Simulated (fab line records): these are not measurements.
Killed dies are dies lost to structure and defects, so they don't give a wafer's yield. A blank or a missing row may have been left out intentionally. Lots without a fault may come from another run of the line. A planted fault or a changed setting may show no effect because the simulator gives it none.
Chamber matching -- flow n5-finfet -- N5_SD_EPI_P_ETCH_37 on rie-diel-03: 4 sister chambers
The step etches SOC in N2/H2, overetch 108 nm, time 486 s. 4 wafers are shown with their chamber, then 7 later ones without.

== WAFERS WITH THEIR CHAMBER ==
wafer,chamber,showerhead-plenum-p-Torr (Torr)
L083.3,3,2.48
L086.6,1,2.41
L088.1,2,2.63
L088.2,0,2.65

== WAFERS WHOSE CHAMBER IS MISSING ==
wafer,showerhead-plenum-p-Torr (Torr)
L088.3,2.41
L091.3,2.63
L091.4,2.65
L091.6,2.63
L095.3,2.64
L095.5,2.47
L095.6,2.64

== EACH ONE'S CHAMBER ==
wafer,from the rows above,in truth
L088.3,1,1
L091.3,2,2
L091.4,0,0
L091.6,2,2
L095.3,can't be placed: 0 or 2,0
L095.5,3,3
L095.6,can't be placed: 0 or 2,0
Correct placement for 5 of the 7. These rows do not allow placing 2 (true chamber among the candidates in 2). Wrongly placed: 0.
How it was worked out, from the rows above alone: a wafer's distance from a chamber is the root of the sum, over the readings, of the square of ((its reading less the chamber's mean) divided by the reading's scatter). If the next closest chamber is less than 2 further off than the closest, the wafer can't be placed; otherwise it belongs to the closest. A chamber's mean is the mean of its shown wafers. The scatter: root of mean squared gap, hidden wafer to nearest shown wafer, with one shown wafer a chamber.
